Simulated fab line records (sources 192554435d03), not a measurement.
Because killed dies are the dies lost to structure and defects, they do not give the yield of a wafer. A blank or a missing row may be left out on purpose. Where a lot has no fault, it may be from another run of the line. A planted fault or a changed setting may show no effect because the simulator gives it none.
What tool caused it? | flow n5-finfet | 69 wafers from 23 lots sampled at 5 of the route's 1938 steps

== WHAT THE GAUGES SHOWED, per wafer ==
N5_FIN_SAQP_OCD_MEAS_76. Usual: 120.0 nm for trench-depth-nm, sd 2.4.
lot  | measured    | on     | trench-depth-nm (nm) | flag
L074 | day 2 02:33 | ocd-02 | 116.7 115.9 124.4    |
L075 | day 2 08:55 | ocd-01 | 119.0 119.7 117.4    |
L076 | day 2 14:58 | ocd-02 | 119.1 120.1 115.1    |
L077 | day 2 21:46 | ocd-02 | 119.9 120.0 120.4    |
L078 | day 3 02:57 | ocd-02 | 125.2 116.7 120.7    |
L079 | day 3 10:14 | ocd-01 | 119.5 117.8 118.2    |
L080 | day 3 15:37 | ocd-01 | 121.5 117.6 120.4    |
L081 | day 3 21:22 | ocd-02 | 117.5 121.4 119.2    |
L082 | day 4 03:20 | ocd-02 | 122.9 119.0 118.7    |
L083 | day 4 08:01 | ocd-02 | 121.4 119.4 119.4    |
L084 | day 4 17:34 | ocd-02 | 119.5 117.4 122.0    |
L085 | day 4 22:13 | ocd-01 | 118.0 123.9 123.8    |
L086 | day 5 06:02 | ocd-01 | 118.8 123.1 119.2    |
L087 | day 5 13:26 | ocd-01 | 119.6 120.1 122.1    |
L088 | day 5 16:45 | ocd-02 | 121.0 118.5 118.8    |
L089 | day 5 20:53 | ocd-01 | 125.4 125.9 121.2    |
L090 | day 6 03:13 | ocd-01 | 120.3 119.1 121.0    |
L091 | day 6 08:58 | ocd-01 | 118.7 117.3 117.3    |
L092 | day 6 14:32 | ocd-01 | 117.1 123.9 123.5    |
L093 | day 6 21:02 | ocd-01 | 116.6 119.7 117.1    |
L094 | day 7 02:17 | ocd-01 | 118.3 123.5 120.7    |
L095 | day 7 09:33 | ocd-02 | 121.3 118.0 124.5    |
L096 | day 7 14:34 | ocd-01 | 124.7 124.6 120.1    |

N5_DUMMY_GATE_CD_MEAS_50: target cd 14 nm. Usual: 14.1 nm for cd-nm, sd 0.49.
lot  | measured    | on        | cd-nm (nm)     | flag
L074 | day 2 22:03 | cd-sem-02 | 14.2 13.9 15.0 |
L075 | day 3 05:34 | cd-sem-01 | 14.6 14.8 14.1 |
L076 | day 3 11:56 | cd-sem-02 | 13.5 14.5 14.5 |
L077 | day 3 18:19 | cd-sem-01 | 14.1 14.4 14.4 |
L078 | day 3 22:34 | cd-sem-01 | 14.3 14.1 13.8 |
L079 | day 4 06:39 | cd-sem-01 | 14.2 15.0 14.3 |
L080 | day 4 11:31 | cd-sem-02 | 13.9 14.0 14.1 |
L081 | day 4 17:14 | cd-sem-03 | 13.8 14.6 14.5 |
L082 | day 4 23:25 | cd-sem-01 | 14.1 13.9 15.2 |
L083 | day 5 05:53 | cd-sem-02 | 14.7 13.9 13.9 |
L084 | day 5 15:26 | cd-sem-01 | 13.1 14.2 15.1 |
L085 | day 5 18:26 | cd-sem-02 | 14.6 14.5 14.4 |
L086 | day 6 01:39 | cd-sem-03 | 14.0 14.7 13.6 |
L087 | day 6 09:22 | cd-sem-01 | 13.2 15.1 14.6 |
L088 | day 6 12:47 | cd-sem-03 | 14.1 13.9 14.9 |
L089 | day 6 17:52 | cd-sem-01 | 14.1 14.0 14.4 |
L090 | day 6 23:13 | cd-sem-02 | 13.8 13.3 14.1 |
L091 | day 7 05:08 | cd-sem-03 | 14.6 13.9 13.6 |
L092 | day 7 11:35 | cd-sem-01 | 13.9 13.7 14.7 |
L093 | day 7 16:27 | cd-sem-01 | 14.3 14.1 13.8 |
L094 | day 7 22:08 | cd-sem-03 | 14.7 14.3 14.1 |
L095 | day 8 05:31 | cd-sem-01 | 14.0 13.5 14.0 |
L096 | day 8 09:51 | cd-sem-03 | 13.9 14.4 13.4 |

== WHICH TOOL RAN EACH LOT (tool, then ch and the chambers of the sampled wafers, then the start) ==
lot  | N5_FIN_SAQP_DENSIFY_62          | N5_FIN_SAQP_ETCH_52               | N5_FIN_CUT_CUT_ETCH_26
L074 | rtp-anneal-02 ch 0, day 1 21:19 | rie-diel-06 ch 1,3, day 1 22:23   | rie-diel-04 ch 1,3, day 2 03:34
L075 | rtp-anneal-01 ch 0, day 2 03:37 | rie-diel-02 ch 0,1,2, day 2 04:49 | rie-diel-04 ch 1,2,3, day 2 09:49
L076 | rtp-anneal-01 ch 0, day 2 09:45 | rie-diel-02 ch 1,2, day 2 10:54   | rie-diel-01 ch 0,1,3, day 2 15:52
L077 | rtp-anneal-01 ch 0, day 2 15:28 | rie-diel-03 ch 0,3, day 2 16:32   | rie-diel-04 ch 0,1,2, day 2 22:49
L078 | rtp-anneal-02 ch 0, day 2 21:44 | rie-diel-02 ch 0,2,3, day 2 22:56 | rie-diel-05 ch 1,3, day 3 04:19
L079 | rtp-anneal-01 ch 0, day 3 04:03 | rie-diel-03 ch 0,2,3, day 3 05:18 | rie-diel-05 ch 0,1,2, day 3 11:13
L080 | rtp-anneal-01 ch 0, day 3 09:31 | rie-diel-06 ch 2,3, day 3 11:11   | rie-diel-01 ch 1,2,3, day 3 16:43
L081 | rtp-anneal-02 ch 0, day 3 15:19 | rie-diel-02 ch 1,2,3, day 3 16:25 | rie-diel-04 ch 0,1,3, day 3 22:16
L082 | rtp-anneal-01 ch 0, day 3 21:53 | rie-diel-03 ch 1,2,3, day 3 23:02 | rie-diel-04 ch 0,1,2, day 4 04:21
L083 | rtp-anneal-02 ch 0, day 4 02:36 | rie-diel-02 ch 0,1,2, day 4 03:58 | rie-diel-01 ch 0,1, day 4 08:55
L084 | rtp-anneal-02 ch 0, day 4 10:46 | rie-diel-02 ch 0,1, day 4 12:08   | rie-diel-05 ch 1,3, day 4 18:35
L085 | rtp-anneal-01 ch 0, day 4 15:23 | rie-diel-06 ch 2,3, day 4 16:36   | rie-diel-01 ch 2,3, day 4 23:06
L086 | rtp-anneal-01 ch 0, day 4 21:09 | rie-diel-06 ch 1,2, day 4 22:20   | rie-diel-04 ch 1,2,3, day 5 07:04
L087 | rtp-anneal-02 ch 0, day 5 06:14 | rie-diel-06 ch 1,2,3, day 5 07:31 | rie-diel-05 ch 0,1,3, day 5 14:27
L088 | rtp-anneal-01 ch 0, day 5 10:08 | rie-diel-03 ch 0,1,2, day 5 11:31 | rie-diel-05 ch 0,1, day 5 17:39
L089 | rtp-anneal-01 ch 0, day 5 15:14 | rie-diel-03 ch 0,1,3, day 5 16:34 | rie-diel-01 ch 0,1, day 5 21:55
L090 | rtp-anneal-01 ch 0, day 5 21:53 | rie-diel-02 ch 0,1, day 5 22:55   | rie-diel-05 ch 2,3, day 6 04:24
L091 | rtp-anneal-02 ch 0, day 6 03:23 | rie-diel-06 ch 2,3, day 6 04:32   | rie-diel-01 ch 0,1, day 6 09:52
L092 | rtp-anneal-02 ch 0, day 6 08:34 | rie-diel-06 ch 0,1, day 6 09:52   | rie-diel-04 ch 1,2,3, day 6 15:26
L093 | rtp-anneal-01 ch 0, day 6 14:52 | rie-diel-03 ch 0,3, day 6 16:08   | rie-diel-05 ch 2,3, day 6 22:04
L094 | rtp-anneal-02 ch 0, day 6 20:44 | rie-diel-03 ch 0,1,2, day 6 21:46 | rie-diel-01 ch 0,1,2, day 7 03:29
L095 | rtp-anneal-01 ch 0, day 7 03:46 | rie-diel-03 ch 0,1,2, day 7 05:00 | rie-diel-05 ch 1,2, day 7 10:34
L096 | rtp-anneal-02 ch 0, day 7 08:43 | rie-diel-02 ch 1,2, day 7 10:12   | rie-diel-01 ch 0,1,2, day 7 15:34
- N5_FIN_SAQP_DENSIFY_62: time 60 s.
- N5_FIN_SAQP_ETCH_52: etches SOC in N2/H2, target depth 100 nm, overetch 20 nm, time 150 s.
- N5_FIN_CUT_CUT_ETCH_26: etches SiNx in CH3F/O2, target depth 39 nm, time 55.7 s.

== AS READ BY THE TOOLS THEMSELVES (means over the sampled wafers that have a number; for cases with no such wafer, the mark the record gives instead) ==
N5_FIN_SAQP_DENSIFY_62. Usual: lamp-power-pct 9.85 %, standard deviation 0.055; lamp_zone_6_pct 9.769 %, standard deviation 0.011; lamp_zone_7_pct 10.266 %, standard deviation 0.012; wafer_temp_C_max 703.4, standard deviation 0.63.
lot  | tool          | lamp-power-pct (%) | lamp_zone_6_pct (%) | lamp_zone_7_pct (%) | wafer_temp_C_max | flag
L074 | rtp-anneal-02 | 9.83               | 9.759               | 10.265              | 703.7            |
L075 | rtp-anneal-01 | 9.87               | 9.766               | 10.273              | 703.6            |
L076 | rtp-anneal-01 | 9.88               | 9.766               | 10.264              | 703.1            |
L077 | rtp-anneal-01 | 9.84               | 9.764               | 10.266              | 703.4            |
L078 | rtp-anneal-02 | 9.89               | 9.773               | 10.264              | 703.3            |
L079 | rtp-anneal-01 | 9.86               | 9.777               | 10.263              | 703.4            |
L080 | rtp-anneal-01 | 9.85               | 9.776               | 10.277              | 704.0            |
L081 | rtp-anneal-02 | 9.83               | 9.774               | 10.264              | 704.0            |
L082 | rtp-anneal-01 | 9.93               | 9.764               | 10.270              | 704.5            |
L083 | rtp-anneal-02 | 9.86               | 9.767               | 10.267              | 703.6            |
L084 | rtp-anneal-02 | 9.85               | 9.773               | 10.270              | 703.8            |
L085 | rtp-anneal-01 | 9.85               | 9.770               | 10.266              | 703.1            |
L086 | rtp-anneal-01 | 9.83               | 9.775               | 10.271              | 703.2            |
L087 | rtp-anneal-02 | 9.89               | 9.768               | 10.265              | 703.5            |
L088 | rtp-anneal-01 | 9.84               | 9.775               | 10.278              | 703.3            |
L089 | rtp-anneal-01 | 9.84               | 9.769               | 10.264              | 703.5            |
L090 | rtp-anneal-01 | 9.83               | 9.769               | 10.264              | 703.5            |
L091 | rtp-anneal-02 | 9.85               | 9.777               | 10.268              | 703.6            |
L092 | rtp-anneal-02 | 9.89               | 9.761               | 10.265              | 703.6            |
L093 | rtp-anneal-01 | 9.89               | 9.767               | 10.270              | 702.8            |
L094 | rtp-anneal-02 | 9.90               | 9.770               | 10.262              | 702.9            |
L095 | rtp-anneal-01 | 9.84               | 9.774               | 10.260              | 703.2            |
L096 | rtp-anneal-02 | 9.86               | 9.756               | 10.274              | 702.8            |

N5_FIN_SAQP_ETCH_52. Usual: drypump-motor-current-A 5.57 A, standard deviation 0.29; h2-flow-sccm 200.0 sccm, standard deviation 0.62; oes-product-au 0.71 a.u., standard deviation 0.077; rf-vpp-V 523.4 V, standard deviation 2.2; showerhead-plenum-p-Torr 2.52 Torr, standard deviation 0.072; throttle-valve-pct 17.9 %, standard deviation 0.3.
lot  | tool        | drypump-motor-current-A (A) | h2-flow-sccm (sccm) | oes-product-au (a.u.) | rf-vpp-V (V) | showerhead-plenum-p-Torr (Torr) | throttle-valve-pct (%) | flag
L074 | rie-diel-06 | 5.60                        | 199.5               | 0.64                  | 524.0        | 2.56                            | 17.9                   |
L075 | rie-diel-02 | 5.53                        | 199.5               | 0.70                  | 522.1        | 2.49                            | 18.2                   |
L076 | rie-diel-02 | 5.39                        | 200.0               | 0.70                  | 521.7        | 2.49                            | 18.1                   |
L077 | rie-diel-03 | 5.35                        | 201.0               | 0.67                  | 524.9        | 2.61                            | 17.7                   |
L078 | rie-diel-02 | 5.71                        | 199.9               | 0.67                  | 523.2        | 2.51                            | 18.2                   |
L079 | rie-diel-03 | 5.57                        | 200.4               | 0.74                  | 525.5        | 2.59                            | 17.6                   |
L080 | rie-diel-06 | 5.80                        | 200.3               | 0.71                  | 522.6        | 2.48                            | 17.9                   |
L081 | rie-diel-02 | 5.54                        | 199.8               | 0.67                  | 522.9        | 2.51                            | 18.2                   |
L082 | rie-diel-03 | 5.62                        | 200.1               | 0.78                  | 524.3        | 2.52                            | 17.5                   |
L083 | rie-diel-02 | 5.53                        | 199.7               | 0.68                  | 521.9        | 2.49                            | 18.2                   |
L084 | rie-diel-02 | 5.53                        | 199.8               | 0.68                  | 520.9        | 2.46                            | 18.3                   |
L085 | rie-diel-06 | 5.80                        | 200.0               | 0.70                  | 521.7        | 2.48                            | 17.9                   |
L086 | rie-diel-06 | 5.51                        | 200.3               | 0.81                  | 525.5        | 2.60                            | 17.9                   |
L087 | rie-diel-06 | 5.64                        | 200.1               | 0.76                  | 523.0        | 2.54                            | 17.8                   |
L088 | rie-diel-03 | 5.36                        | 199.6               | 0.73                  | 524.1        | 2.55                            | 17.5                   |
L089 | rie-diel-03 | 5.42                        | 200.2               | 0.68                  | 524.2        | 2.53                            | 17.6                   |
L090 | rie-diel-02 | 5.38                        | 200.1               | 0.69                  | 521.6        | 2.46                            | 18.2                   |
L091 | rie-diel-06 | 5.68                        | 199.6               | 0.73                  | 523.1        | 2.54                            | 18.0                   |
L092 | rie-diel-06 | 5.63                        | 200.2               | 0.82                  | 525.0        | 2.56                            | 17.5                   |
L093 | rie-diel-03 | 5.66                        | 199.9               | 0.66                  | 524.2        | 2.57                            | 17.7                   |
L094 | rie-diel-03 | 5.35                        | 200.2               | 0.72                  | 525.1        | 2.54                            | 17.6                   |
L095 | rie-diel-03 | 5.35                        | 199.7               | 0.72                  | 524.5        | 2.54                            | 17.5                   |
L096 | rie-diel-02 | 5.41                        | 200.4               | 0.67                  | 521.4        | 2.48                            | 18.2                   |

N5_FIN_CUT_CUT_ETCH_26. Usual: CH3F_flow_sccm 30.00 sccm, standard deviation 0.084; drypump-motor-current-A 5.6 A, standard deviation 0.36; oes_f_703_au 0.78 a.u., standard deviation 0.083; oes-product-au 0.79 a.u., standard deviation 0.095; rf-vpp-V 297 V, standard deviation 6.1; showerhead-plenum-p-Torr 2.05 Torr, standard deviation 0.046; throttle-valve-pct 16.30 %, standard deviation 0.2.
lot  | tool        | CH3F_flow_sccm (sccm) | drypump-motor-current-A (A) | oes_f_703_au (a.u.) | oes-product-au (a.u.) | rf-vpp-V (V) | showerhead-plenum-p-Torr (Torr) | throttle-valve-pct (%) | flag
L074 | rie-diel-04 | 30.04                 | 5.3                         | 0.81                | 0.82                  | 305          | 2.06                            | 15.95                  |
L075 | rie-diel-04 | 29.99                 | 5.7                         | 0.78                | 0.80                  | 301          | 2.06                            | 16.18                  |
L076 | rie-diel-01 | 29.98                 | 5.9                         | 0.78                | 0.77                  | 294          | 2.03                            | 16.33                  |
L077 | rie-diel-04 | 30.04                 | 5.5                         | 0.75                | 0.76                  | 297          | 2.07                            | 16.30                  |
L078 | rie-diel-05 | 30.03                 | 5.7                         | 0.86                | 0.89                  | 293          | 2.08                            | 16.21                  |
L079 | rie-diel-05 | 29.97                 | 5.4                         | 0.78                | 0.79                  | 298          | 2.07                            | 16.30                  |
L080 | rie-diel-01 | 30.01                 | 5.9                         | 0.85                | 0.86                  | 296          | 2.03                            | 16.34                  |
L081 | rie-diel-04 | 29.97                 | 5.5                         | 0.79                | 0.80                  | 302          | 2.06                            | 16.10                  |
L082 | rie-diel-04 | 30.01                 | 5.4                         | 0.75                | 0.76                  | 296          | 2.06                            | 16.32                  |
L083 | rie-diel-01 | 29.98                 | 5.7                         | 0.80                | 0.82                  | 298          | 2.07                            | 16.30                  |
L084 | rie-diel-05 | 29.91                 | 5.7                         | 0.82                | 0.85                  | 293          | 2.07                            | 16.22                  |
L085 | rie-diel-01 | 29.95                 | 6.1                         | 0.80                | 0.76                  | 291          | 1.98                            | 16.41                  |
L086 | rie-diel-04 | 30.03                 | 5.7                         | 0.76                | 0.76                  | 301          | 2.05                            | 16.23                  |
L087 | rie-diel-05 | 30.05                 | 5.5                         | 0.77                | 0.79                  | 292          | 2.07                            | 16.27                  |
L088 | rie-diel-05 | 30.05                 | 5.4                         | 0.83                | 0.85                  | 293          | 2.07                            | 16.24                  |
L089 | rie-diel-01 | 29.93                 | 5.7                         | 0.79                | 0.81                  | 298          | 2.07                            | 16.32                  |
L090 | rie-diel-05 | 29.96                 | 5.7                         | 0.76                | 0.79                  | 298          | 2.07                            | 16.17                  |
L091 | rie-diel-01 | 29.92                 | 5.7                         | 0.78                | 0.81                  | 298          | 2.07                            | 16.32                  |
L092 | rie-diel-04 | 29.97                 | 5.7                         | 0.76                | 0.77                  | 301          | 2.05                            | 16.25                  |
L093 | rie-diel-05 | 30.03                 | 5.8                         | 0.74                | 0.78                  | 298          | 2.06                            | 16.19                  |
L094 | rie-diel-01 | 29.97                 | 5.7                         | 0.81                | 0.82                  | 298          | 2.02                            | 16.41                  |
L095 | rie-diel-05 | 30.07                 | 5.7                         | 0.87                | 0.92                  | 302          | 2.04                            | 16.08                  |
L096 | rie-diel-01 | 29.99                 | 5.7                         | 0.80                | 0.81                  | 296          | 2.02                            | 16.42                  |

== THE ANSWER, worked out from the rows above alone ==
Rule: a lot is off if the mean of its wafers that have a number lies more than 3 standard deviations from the usual mean. Also off: a lot with no number at a reading for which 4 or more lots have one. Any other lot the step has rows for is counted as sound. Order of review: gauges by route order, followed by the tools' own readings, for which a lot's mean as printed above is used. The first step at which some lot is off is used, and at that step the reading that is off furthest; a lot without a number counts as furthest.
No lot is off on any of the readings shown, so nothing can be concluded from this.

== WHAT THE SIMULATOR PUT IN ==
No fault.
